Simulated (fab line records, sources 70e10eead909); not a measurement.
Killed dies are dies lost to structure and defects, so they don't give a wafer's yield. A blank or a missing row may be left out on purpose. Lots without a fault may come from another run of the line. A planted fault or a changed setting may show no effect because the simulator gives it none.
fab line records | flow nand_harc | part 1 of 2: steps 1 to 22 of 37
record lots=5 wafers=15 last_day=32
route steps=1302 shown A_BLC@1110 A_M0@1137
lots that met no fault: from a run of the same line without faults
start_h: hours from the record's first day to the start of the lot's first wafer shown | wait_h: hours since the lot's step before | " the same as in the row above | L1.1+2: a row that stands for several wafers | - no value, or no start given | * or withheld: withheld | < > ~ a bound
route shown NAME@n: a module of which the file shows steps, and the number in the route of the first | usual: mean/standard deviation of fault-free wafers | same: alike in all rows | chamber/n: place in a boat | sites: the reading at each site | _std_site: their standard deviation | _edge_site: outer sites' mean less inner sites' | radius_mm: how far each site lies from the wafer's centre | mask NAME#n: copy n | behind: the tool/chamber that last shaped the wafer | hold: why the lot was held/for how many hours/how that ended | device: the transistor (n, p or np) that didn't switch | end of line: the same wafers' tests at the end of the route | a step without rows: its recipe alone | killed: dies lost to structure and defects at the first sort, not the wafer's yield | map: a wafer's dies, x killed, . not, _ none there
set.NAME: the setting as run; set.NAME@STEP: as run at that earlier step | model.NAME: the simulator's own value behind a step, which no gauge read
lots at some steps of the route; a table a step, a row a wafer
services: from which hour (start_h, from the record's first day; less than 0 if before it) a tool's chamber was out of use, for how many hours, and why
## steps
# step NHARC_A_BLC_COAT_03
# recipe temp_c=225 time_s=65
# columns lot.wafer tool chamber start_h wait_h
L075.2+3+4 litho_track-01 0 - -
L078.1+3+5 litho_track-01 0 - -
L082.1+3+5 litho_track-06 0 - -
L090.3+4+6 litho_track-04 0 - -
L095.1+4+5 litho_track-01 0 - -
# step NHARC_A_BLC_COAT_04
# recipe spin_rpm=1500 resist_thk_nm=90
# columns lot.wafer tool chamber start_h wait_h
L075.2+3+4 litho_track-01 0 - -
L078.1+3+5 litho_track-01 0 - -
L082.1+3+5 litho_track-06 0 - -
L090.3+4+6 litho_track-04 0 - -
L095.1+4+5 litho_track-01 0 - -
# step NHARC_A_BLC_SOFTBAKE_05
# recipe temp_c=105 time_s=55
# columns lot.wafer tool chamber start_h wait_h
L075.2+3+4 litho_track-01 0 - -
L078.1+3+5 litho_track-01 0 - -
L082.1+3+5 litho_track-06 0 - -
L090.3+4+6 litho_track-04 0 - -
L095.1+4+5 litho_track-01 0 - -
# step NHARC_A_BLC_EBR_06
# columns lot.wafer tool chamber start_h wait_h
L075.2+3+4 litho_track-01 0 - -
L078.1+3+5 litho_track-01 0 - -
L082.1+3+5 litho_track-06 0 - -
L090.3+4+6 litho_track-04 0 - -
L095.1+4+5 litho_track-01 0 - -
# step NHARC_A_BLC_EXPOSE_07
# recipe na=1.35 target_cd_nm=100 dose_mj=67.97 mask_id=A_BLC
# usual exposure_dose_mJ_cm2=67.98/0.066 focus_offset_nm=-0.1/0.55
# columns lot.wafer tool chamber start_h wait_h mask exposure_dose_mJ_cm2 focus_offset_nm
L075.2 arfi_scanner-03 0 521.38 - A_BLC#0 67.97 -0.3
L075.3 " 0 " " A_BLC#0 67.93 -0.8
L075.4 " 0 " " A_BLC#0 68.07 0.1
L078.1 arfi_scanner-01 0 536.81 - A_BLC#0 67.99 0.8
L078.3 " 0 " " A_BLC#0 68.03 0.0
L078.5 " 0 " " A_BLC#0 67.95 0.8
L082.1 arfi_scanner-02 0 598.38 - A_BLC#0 68.03 0.9
L082.3 " 0 " " A_BLC#0 68.03 0.0
L082.5 " 0 " " A_BLC#0 67.98 -0.2
L090.3 arfi_scanner-01 0 674.08 - A_BLC#0 67.90 0.3
L090.4 " 0 " " A_BLC#0 68.00 0.3
L090.6 " 0 " " A_BLC#0 68.02 -0.6
L095.1 arfi_scanner-03 0 726.05 - A_BLC#0 67.89 -0.9
L095.4 " 0 " " A_BLC#0 67.98 -0.2
L095.5 " 0 " " A_BLC#0 67.94 -1.6
# step NHARC_A_BLC_PEB_08
# recipe peb_temp_c=100 peb_time_s=65
# columns lot.wafer tool chamber start_h wait_h
L075.2+3+4 litho_track-04 0 521.43 0.1
L078.1+3+5 litho_track-04 0 536.87 0.1
L082.1+3+5 litho_track-01 0 598.44 0.1
L090.3+4+6 litho_track-01 0 674.14 0.0
L095.1+4+5 litho_track-04 0 726.11 0.1
# step NHARC_A_BLC_DEVELOP_09
# recipe develop_time_s=35 dev_temp_c=23
# same develop_time_s=35
# columns lot.wafer tool chamber start_h wait_h
L075.2+3+4 litho_track-04 0 - -
L078.1+3+5 litho_track-04 0 - -
L082.1+3+5 litho_track-01 0 - -
L090.3+4+6 litho_track-01 0 - -
L095.1+4+5 litho_track-04 0 - -
# step NHARC_A_BLC_CD_MEAS_10
# recipe target_cd_nm=100 landing_energy_ev=500
# usual cd_nm=100.4/0.84
# columns lot.wafer tool chamber start_h wait_h cd_nm
L075.2 cd_sem-01 0 521.51 - 98.9
L075.3 " 0 " " 99.7
L075.4 " 0 " " 99.8
L078.1 cd_sem-02 0 536.95 - 98.8
L078.3 " 0 " " 99.3
L078.5 " 0 " " 99.9
L082.1 cd_sem-03 0 598.52 - 101.9
L082.3 " 0 " " 102.0
L082.5 " 0 " " 101.8
L090.3 cd_sem-02 0 674.22 - 100.4
L090.4 " 0 " " 101.4
L090.6 " 0 " " 101.6
L095.1 cd_sem-02 0 726.19 - 100.1
L095.4 " 0 " " 99.7
L095.5 " 0 " " 100.3
# step NHARC_A_BLC_OVL_MEAS_11
# usual overlay_x_nm=-0.2/0.73 overlay_y_nm=-0.1/0.68
# columns lot.wafer tool chamber start_h wait_h overlay_x_nm overlay_y_nm
L075.2 overlay-02 - 521.60 - 0.2 0.6
L075.3 " - " " -0.4 0.6
L075.4 " - " " 0.7 0.3
L078.1 overlay-02 - 537.04 - -0.9 1.0
L078.3 " - " " -1.2 0.4
L078.5 " - " " -0.6 0.5
L082.1 overlay-02 - 598.61 - -0.3 -0.5
L082.3 " - " " -1.0 -0.6
L082.5 " - " " -0.9 -0.8
L090.3 overlay-02 - 674.30 - 0.2 0.1
L090.4 " - " " 0.0 -0.1
L090.6 " - " " -0.5 -0.5
L095.1 overlay-02 - 726.27 - -0.4 -0.8
L095.4 " - " " -0.1 -0.5
L095.5 " - " " -0.3 -0.4
# step NHARC_A_BLC_INSPECT_12
# usual raw_defect_count=89/37
# columns lot.wafer tool chamber start_h wait_h raw_defect_count
L075.2 defect_inspect-01 - 521.64 0.0 115
L075.3 " - " " 126
L075.4 " - " " 119
L078.1 defect_inspect-02 - 537.07 0.0 90
L078.3 " - " " 69
L078.5 " - " " 75
L082.1 defect_inspect-01 - 598.64 0.0 31
L082.3 " - " " 35
L082.5 " - " " 33
L090.3 defect_inspect-01 - 674.34 0.0 111
L090.4 " - " " 106
L090.6 " - " " 112
L095.1 defect_inspect-02 - 726.31 0.0 46
L095.4 " - " " 59
L095.5 " - " " 47
# step NHARC_A_BLC_DESCUM_15
# recipe time_s=3 o2_flow_sccm=200 ar_flow_sccm=0 bias_power_w=0 chemistry=O2
# usual chamber_pressure_mTorr=59.99/0.052 drypump_motor_current_A=5.7/0.38 oes_product_au=0.997/0.014 rf_vpp_V=57.6/0.98 showerhead_plenum_p_Torr=1.87/0.066 throttle_valve_pct=11.310/0.0086
# columns lot.wafer tool chamber start_h wait_h chamber_pressure_mTorr drypump_motor_current_A oes_product_au rf_hours_counter_h rf_vpp_V showerhead_plenum_p_Torr throttle_valve_pct
L075.4 rie_diel-03 2 521.70 0.1 59.98 5.0 0.985 4 57.3 1.86 11.308
L075.2 " 0 " " 60.06 5.7 0.990 4 56.8 1.81 11.314
L075.3 " 1 " " 60.06 5.7 1.010 4 58.9 1.98 11.298
L078.3 rie_diel-11 2 537.14 0.1 60.07 5.8 0.999 6 57.0 1.88 11.300
L078.1 " 3 " " 59.93 6.3 0.986 5 57.0 1.95 11.322
L078.5 " 2 " " 59.98 5.8 0.998 - 58.7 1.88 11.307
L082.3 rie_diel-04 3 598.71 0.1 60.00 5.5 1.009 19 56.2 1.86 11.310
L082.1 " 1 " " 59.97 5.6 1.001 21 56.8 1.94 11.308
L082.5 " 3 " " 59.96 5.5 1.003 - 58.3 1.86 11.325
L090.3 rie_diel-11 2 674.40 0.1 60.02 5.8 1.014 3 57.7 1.88 11.313
L090.4 " 1 " " 59.96 5.2 1.004 3 56.9 1.90 11.306
L090.6 " 2 " " 59.84 5.8 1.000 - 56.2 1.88 11.309
L095.1 rie_diel-03 1 726.37 0.1 59.90 5.7 0.983 6 58.2 1.98 11.305
L095.4 " 2 " " 59.95 5.0 0.990 5 58.1 1.86 11.310
L095.5 " 2 " " 60.01 5.0 0.996 - 56.5 1.86 11.310
# step NHARC_A_BLC_ETCH_16
# recipe target_depth_a=390 over_etch_frac=0.3 time_s=65 ion_energy_ev=80 cf4_flow_sccm=150 ar_flow_sccm=0 rf_w=300 bias_w=100 chemistry=CF4
# usual chamber_pressure_mTorr=50.00/0.072 drypump_motor_current_A=5.7/0.39 oes_product_au=0.997/0.013 rf_vpp_V=151.1/1.1 showerhead_plenum_p_Torr=1.74/0.058 throttle_valve_pct=13.284/0.01
# columns lot.wafer tool chamber start_h wait_h chamber_pressure_mTorr drypump_motor_current_A oes_product_au rf_hours_counter_h rf_vpp_V showerhead_plenum_p_Torr throttle_valve_pct
L075.2 rie_diel-03 1 521.78 0.1 50.05 5.7 1.013 4 150.9 1.83 13.277
L075.3 " 3 " " 50.04 6.1 0.982 5 150.3 1.67 13.287
L075.4 " 0 " " 49.96 5.7 0.984 4 149.7 1.68 13.285
L078.1 rie_diel-11 2 537.22 0.1 49.91 5.8 0.996 6 151.3 1.74 13.273
L078.3 " 3 " " 49.97 6.3 0.991 5 152.9 1.80 13.280
L078.5 " 3 " " 49.97 6.3 0.993 - 151.9 1.80 13.281
L082.1 rie_diel-04 0 598.80 0.1 49.94 5.9 1.007 21 151.9 1.77 13.302
L082.3 " 1 " " 49.93 5.6 1.004 21 150.4 1.79 13.279
L082.5 " 0 " " 50.06 5.9 1.022 - 151.7 1.77 13.289
L090.4 rie_diel-11 2 674.48 0.1 49.96 5.7 0.996 3 151.8 1.74 13.277
L090.3 " 3 " " 49.96 6.3 0.988 3 152.8 1.80 13.304
L090.6 " 3 " " 49.92 6.2 0.997 - 151.5 1.80 13.290
L095.1 rie_diel-03 1 726.47 0.1 49.94 5.8 0.992 6 151.3 1.82 13.300
L095.4 " 2 " " 49.98 5.0 0.995 5 151.2 1.72 13.274
L095.5 " 0 " " 49.97 5.7 0.992 - 150.7 1.68 13.290
# step NHARC_A_BLC_ETCH_17
# recipe target_depth_a=3900 over_etch_frac=0.25 time_s=609.38 ion_energy_ev=200 n2_flow_sccm=150 h2_flow_sccm=150 ar_flow_sccm=0 rf_w=400 bias_w=150 chemistry=N2/H2
# usual chamber_pressure_mTorr=29.998/0.029 drypump_motor_current_A=5.7/0.39 oes_product_au=0.996/0.013 rf_vpp_V=429.5/2.2 showerhead_plenum_p_Torr=2.00/0.073 throttle_valve_pct=14.171/0.0088
# columns lot.wafer tool chamber start_h wait_h chamber_pressure_mTorr drypump_motor_current_A oes_product_au rf_hours_counter_h rf_vpp_V showerhead_plenum_p_Torr throttle_valve_pct
L075.3 rie_diel-03 0 - - 30.009 5.7 0.984 5 427.8 1.93 14.160
L075.4 " 2 " " 30.012 5.0 0.983 5 426.8 1.99 14.172
L075.2 " 3 " " 30.044 6.1 0.985 5 427.6 1.91 14.161
L078.1 rie_diel-11 1 - - 29.999 5.2 0.998 6 430.4 2.03 14.173
L078.3 " 3 " " 29.941 6.3 0.983 5 431.8 2.08 14.161
L078.5 " 2 " " 29.981 5.8 0.997 - 429.6 2.01 14.181
L082.3 rie_diel-04 1 - - 29.977 5.6 1.015 21 430.8 2.07 14.178
L082.1 " 0 " " 29.993 5.9 1.023 21 430.8 2.03 14.166
L082.5 " 2 " " 29.979 6.2 1.031 - 431.9 2.13 14.168
L090.3 rie_diel-11 2 - - 30.027 5.8 1.001 3 429.6 2.00 14.175
L090.4 " 0 " " 29.999 5.4 1.013 3 427.8 1.91 14.159
L090.6 " 2 " " 30.009 5.8 1.005 - 429.8 2.00 14.165
L095.4 rie_diel-03 3 - - 29.977 6.1 0.995 6 427.7 1.91 14.179
L095.1 " 0 " " 30.041 5.7 0.984 6 426.7 1.92 14.165
L095.5 " 0 " " 29.979 5.8 0.994 - 428.8 1.92 14.171
# step NHARC_A_BLC_ETCH_18
# recipe target_depth_a=9100 c4f8_flow_sccm=20 o2_flow_sccm=10 ar_flow_sccm=withheld rf_w=600 bias_w=1500 chemistry=C4F8/O2/Ar
# usual chamber_pressure_mTorr=24.999/0.026 oes_product_au=0.942/0.024 rf_vpp_V=976/4.7
# columns lot.wafer tool chamber start_h wait_h chamber_pressure_mTorr oes_product_au rf_hours_counter_h rf_vpp_V
L075.3 rie_diel-03 0 - - 24.974 0.957 5 970
L075.4 " 1 " " 24.941 0.979 5 984
L075.2 " 2 " " 25.043 0.953 5 974
L078.1 rie_diel-11 0 - - 25.004 0.934 6 969
L078.3 " 1 " " 24.959 0.926 7 977
L078.5 " 3 " " 25.018 0.928 - 981
L082.3 rie_diel-04 2 - - 25.028 1.000 19 983
L082.1 " 3 " " 25.012 0.973 19 976
L082.5 " 0 " " 24.983 0.973 - 978
L090.4 rie_diel-11 2 - - 25.011 0.955 4 976
L090.3 " 0 " " 25.032 0.979 3 969
L090.6 " 3 " " 24.972 0.952 - 980
L095.1 rie_diel-03 2 - - 24.974 0.959 6 976
L095.4 " 0 " " 25.016 0.955 7 971
L095.5 " 2 " " 24.991 0.955 - 974
# step NHARC_A_BLC_CD_MEAS_19
# usual cd_nm=99.9/2.6
# columns lot.wafer tool chamber start_h wait_h cd_nm
L075.2 cd_sem-03 - 522.66 - 97.8
L075.3 " - " " 101.4
L075.4 " - " " 102.2
L078.1 cd_sem-01 - 538.14 - 95.8
L078.3 " - " " 96.3
L078.5 " - " " 101.8
L082.1 cd_sem-02 - 599.68 - 104.0
L082.3 " - " " 97.5
L082.5 " - " " 98.1
L090.3 cd_sem-01 - 675.37 - 101.8
L090.4 " - " " 106.7
L090.6 " - " " 104.2
L095.1 cd_sem-02 - 727.34 - 94.6
L095.4 " - " " 98.3
L095.5 " - " " 93.1
# step NHARC_A_BLC_STRIP_29
# recipe cf4_flow_sccm=150 ar_flow_sccm=0 bias_w=0 chemistry=CF4
# usual chamber_pressure_mTorr=50.01/0.044 drypump_motor_current_A=5.6/0.37 oes_product_au=0.997/0.013 rf_vpp_V=59.3/0.87 showerhead_plenum_p_Torr=1.74/0.056 throttle_valve_pct=13.284/0.0093
# columns lot.wafer tool chamber start_h wait_h chamber_pressure_mTorr drypump_motor_current_A oes_product_au rf_hours_counter_h rf_vpp_V showerhead_plenum_p_Torr throttle_valve_pct
L075.2 rie_diel-11 0 522.74 0.1 49.97 5.4 1.006 4 58.2 1.67 13.296
L075.3 " 2 " " 50.03 5.8 1.005 5 59.4 1.74 13.293
L075.4 " 3 " " 50.03 6.3 1.001 4 60.1 1.80 13.281
L078.1 rie_diel-03 1 538.23 0.1 50.09 5.7 1.001 7 59.2 1.83 13.282
L078.3 " 2 " " 49.98 5.0 0.973 7 57.6 1.73 13.288
L078.5 " 1 " " 50.04 5.7 0.993 - 60.8 1.83 13.266
L082.1 rie_diel-11 3 599.77 0.1 49.98 6.2 0.987 9 60.0 1.80 13.272
L082.3 " 1 " " 49.95 5.2 1.000 11 59.2 1.76 13.278
L082.5 " 3 " " 49.96 6.3 0.989 - 59.2 1.80 13.281
L090.4 rie_diel-03 0 675.44 0.1 49.99 5.7 0.974 3 59.8 1.68 13.295
L090.3 " 2 " " 50.02 5.0 0.990 2 59.5 1.72 13.276
L090.6 " 0 " " 50.04 5.7 0.978 - 59.3 1.68 13.304
L095.1 rie_diel-11 1 727.44 0.1 50.07 5.3 1.004 7 58.8 1.76 13.278
L095.5 " 2 " " 50.01 5.8 1.009 - 59.2 1.74 13.291
L095.4 " 1 " " 50.04 5.2 1.004 - 59.1 1.76 13.280
# step NHARC_A_BLC_STRIP_21
# recipe o2_flow_sccm=500 ar_flow_sccm=0 bias_w=0 chemistry=O2
# usual chamber_pressure_mTorr=60.00/0.059 drypump_motor_current_A=5.6/0.38 oes_product_au=0.996/0.012 rf_vpp_V=57.5/0.79 showerhead_plenum_p_Torr=3.46/0.11 throttle_valve_pct=17.037/0.0087
# columns lot.wafer tool chamber start_h wait_h chamber_pressure_mTorr drypump_motor_current_A oes_product_au rf_hours_counter_h rf_vpp_V showerhead_plenum_p_Torr throttle_valve_pct
L075.4 rie_diel-11 0 522.84 0.1 59.96 5.4 1.006 4 56.6 3.32 17.044
L075.2 " 1 " " 60.01 5.2 1.001 5 57.8 3.51 17.036
L075.3 " 3 " " 60.09 6.3 1.005 4 57.2 3.60 17.027
L078.1 rie_diel-03 1 538.32 0.1 60.03 5.7 0.997 7 58.0 3.65 17.043
L078.3 " 3 " " 59.99 6.1 0.984 7 57.1 3.33 17.039
L078.5 " 2 " " 59.96 5.0 0.980 - 57.9 3.44 17.040
L082.1 rie_diel-11 2 599.86 0.1 60.10 5.8 1.000 9 57.8 3.47 17.027
L082.3 " 1 " " 60.12 5.2 0.996 11 56.9 3.51 17.038
L082.5 " 3 " " 60.05 6.3 0.987 - 56.7 3.60 17.037
L090.3 rie_diel-03 1 675.57 0.1 59.95 5.7 0.995 3 59.1 3.64 17.018
L090.4 " 2 " " 60.01 5.0 0.987 2 56.7 3.44 17.036
L090.6 " 0 " " 60.06 5.8 0.978 - 57.7 3.35 17.036
L095.1 rie_diel-11 0 727.57 0.1 60.05 5.4 1.004 6 58.4 3.32 17.029
L095.5 " 1 " " 59.96 5.2 1.001 - 58.3 3.51 17.043
L095.4 " 2 " " 60.04 5.8 1.005 - 58.2 3.47 17.033
# step NHARC_A_BLC_STRIP_22
# recipe time_s=600 temp_c=30 chemistry=post_etch_residue_remover
# columns lot.wafer tool chamber start_h wait_h
L075.3+2+4 wet_bench-06 5,7,1 523.00 -
L078.1+3+5 wet_bench-07 1,4,6 538.47 -
L082.5+3+1 wet_bench-05 6,0,2 600.01 -
L090.3+6+4 wet_bench-06 2,4,6 675.70 -
L095.5+1+4 wet_bench-07 3,4,5 727.71 -
# step NHARC_A_BLC_DEGAS_30
# recipe temp_c=300 time_s=60
# usual heater_power_w=479/41
# columns lot.wafer tool chamber start_h wait_h heater_power_w
L075.3 pvd_sputter-01 - 523.26 - 501
L075.2 " - " " 460
L075.4 " - " " 510
L078.3 pvd_sputter-01 - 538.76 - 490
L078.1 " - " " 446
L078.5 " - " " 511
L082.3 pvd_sputter-03 - 600.30 - 414
L082.1 " - " " 453
L082.5 " - " " 486
L090.4 pvd_sputter-02 - 675.98 - 512
L090.3 " - " " 550
L090.6 " - " " 434
L095.4 pvd_sputter-01 - 727.98 - 483
L095.1 " - " " 498
L095.5 " - " " 487
# step NHARC_A_BLC_PRE_CLEAN_31
# recipe time_s=15 bias_v=250 gas=Ar
# columns lot.wafer tool chamber start_h wait_h
L075.4+3+2 pvd_sputter-01 - - -
L078.3+1+5 pvd_sputter-01 - - -
L082.1+3+5 pvd_sputter-03 - - -
L090.4+3+6 pvd_sputter-02 - - -
L095.4+1+5 pvd_sputter-01 - - -
# step NHARC_A_BLC_PVD_32
# recipe target_thk_a=50 chamber_pressure_pa=5 power_w=5000 substrate_temp_c=200 time_s=17.7 material=Ti
# usual substrate_temp_c=199.99/0.17 throttle_valve_pct=30.2/0.87
# columns lot.wafer tool chamber start_h wait_h substrate_temp_c throttle_valve_pct
L075.2 pvd_sputter-01 - - - 199.90 30.5
L075.4 " - " " 199.89 29.5
L075.3 " - " " 200.24 30.6
L078.1 pvd_sputter-01 - - - 200.05 30.6
L078.3 " - " " 199.89 30.3
L078.5 " - " " 200.05 29.6
L082.3 pvd_sputter-03 - - - 200.01 30.6
L082.1 " - " " 200.11 28.7
L082.5 " - " " 200.05 30.9
L090.3 pvd_sputter-02 - - - 200.15 31.6
L090.4 " - " " 200.09 28.9
L090.6 " - " " 199.75 29.6
L095.4 pvd_sputter-01 - - - 199.80 30.4
L095.1 " - " " 200.03 30.9
L095.5 " - " " 199.95 30.5
# step NHARC_A_BLC_ALD_23
# recipe target_thk_a=30 pulse_time_s=1 ald_cycles=150 temp_c=450 material=TiN
# usual heater_power_outer_w=678/57 heater_power_w=1074/88 precursor_pulse_height_rel=1.001/0.02
# columns lot.wafer tool chamber start_h wait_h heater_power_outer_w heater_power_w precursor_pulse_height_rel
L075.3 ald_metal-02 3 523.50 - 615 954 1.010
L075.2 " 1 " " 820 1301 0.990
L075.4 " 2 " " 693 1054 1.012
L078.1 ald_metal-02 0 538.98 - 745 1200 0.998
L078.3 " 3 " " 640 978 0.962
L078.5 " 0 " " 749 1204 0.996
L082.3 ald_metal-04 0 600.56 - 638 1003 0.983
L082.1 " 1 " " 680 1027 0.973
L082.5 " 3 " " 682 1156 0.985
L090.4 ald_metal-04 0 676.23 - 633 980 0.992
L090.3 " 1 " " 694 1026 1.026
L090.6 " 0 " " 635 994 1.034
L095.4 ald_metal-03 1 728.22 - 644 1054 0.989
L095.1 " 3 " " 696 1086 0.982
L095.5 " 2 " " 647 1026 0.990
